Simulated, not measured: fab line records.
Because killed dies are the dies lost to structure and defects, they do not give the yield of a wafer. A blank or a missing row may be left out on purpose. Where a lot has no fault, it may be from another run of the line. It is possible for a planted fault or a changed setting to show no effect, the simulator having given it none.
Which tool did it?	flow nandHarc	11 lots, 33 wafers sampled, at 5 steps of a route of 1302

## WHAT THE GAUGES SHOWED, per wafer
NHARC_END_SORT_01.
lot	measured	on	killedAtArray
L767	day 30 12:39	prober-01	672 672 668
L766	day 30 12:40	prober-02	676 676 675

## TOOL THAT RAN EACH LOT (tool first, then ch and the chambers of the sampled wafers, then the start)
lot	NHARC_A_STAIRCASE_ETCH_292	NHARC_A_STAIRCASE_ETCH_313	NHARC_A_STAIRCASE_ETCHBACK_416	NHARC_A_STAIRCASE_DEP_151
L752	rieDiel-05 ch 0,1,2, day 17 00:36	rieDiel-05 ch 0,1,3, day 17 12:43	rieDiel-13 ch 2,3, day 18 07:28 or earlier	pecvd-03 ch 0,2, day 18 07:28
L753	rieDiel-05 ch 0,1,3, day 17 10:57	rieDiel-05 ch 0,2, day 17 17:33	rieDiel-13 ch 0,1,2, day 18 11:16 or earlier	pecvd-03 ch 0,1,2, day 18 11:16
L754	rieDiel-01 ch 0,2,3, day 17 15:52	rieDiel-13 ch 0,2,3, day 17 23:06	rieDiel-01 ch 0,1,3, day 18 11:22 or earlier	pecvd-04 ch 1,2, day 18 11:22
L755	rieDiel-13 ch 0,1, day 17 19:25	rieDiel-01 ch 0,2, day 18 03:29	rieDiel-13 ch 0,2,3, day 18 18:37 or earlier	pecvd-03 ch 0,1,2, day 18 18:37
L756	rieDiel-13 ch 0,2,3, day 18 00:54	rieDiel-01 ch 0,3, day 18 06:35	rieDiel-05 ch 2,3, day 18 18:31 or earlier	pecvd-04 ch 0,1,2, day 18 18:31
L758	rieDiel-01 ch 0,2, day 19 14:04	rieDiel-01 ch 1,2, day 19 19:18	rieDiel-05 ch 1,3, day 20 09:44 or earlier	pecvd-04 ch 1,2, day 20 09:44
L765	rieDiel-13 ch 0,2,3, day 22 07:01	rieDiel-01 ch 1,2, day 22 16:10	rieDiel-01 ch 1,3, day 23 10:13 or earlier	pecvd-04 ch 0,1, day 23 10:13
L767	rieDiel-01 ch 0,1,3, day 22 21:08	rieDiel-01 ch 0,1,2, day 23 04:30	rieDiel-13 ch 1,2, day 23 19:53 or earlier	pecvd-02 ch 0,2, day 23 19:53
L766	rieDiel-01 ch 0,1,2, day 22 23:02	rieDiel-01 ch 1,3, day 23 04:35	rieDiel-13 ch 0,2, day 23 19:58 or earlier	pecvd-04 ch 1,2, day 23 19:58
L769	rieDiel-13 ch 2,3, day 24 06:04	rieDiel-05 ch 1,3, day 24 14:17	rieDiel-05 ch 0,2,3, day 25 09:44 or earlier	pecvd-04 ch 1,2, day 25 09:44
L775	rieDiel-05 ch 1,2,3, day 26 19:31	rieDiel-13 ch 0,3, day 27 01:01	rieDiel-05 ch 1,2,3, day 27 15:55 or earlier	pecvd-02 ch 0,1,2, day 27 15:55
- NHARC_A_STAIRCASE_ETCH_292: etches the open film in CF4/CHF3.
- NHARC_A_STAIRCASE_ETCH_313: etches the open film in CF4/CHF3.
- NHARC_A_STAIRCASE_ETCHBACK_416: etches the open film in C4F8/O2/Ar, target depth 36 nm, time 7.2 s.
- NHARC_A_STAIRCASE_DEP_151: deposits SiO2, target thk 7200 nm.

## THE ANSWER, worked out from the rows above alone
Rule: the usual values come from the lots themselves. Put in order of their means at a reading, lots are off if they are a third of the lots or fewer, leave a main group of 4 or more, and stand apart from it by a gap of 3 or more times the standard deviation of the main group's means; of several such gaps the widest counts. The tables above print the reading to a certain number of digits; a main group whose means all agree to those digits is not used. Also off: a lot with no number at a reading for which 4 or more lots have one. Where the step has rows for the other lots, those lots are counted as sound.
Across all readings shown, no lot is off: no conclusion can be drawn from this.

## WHAT THE SIMULATOR HAD INSERTED
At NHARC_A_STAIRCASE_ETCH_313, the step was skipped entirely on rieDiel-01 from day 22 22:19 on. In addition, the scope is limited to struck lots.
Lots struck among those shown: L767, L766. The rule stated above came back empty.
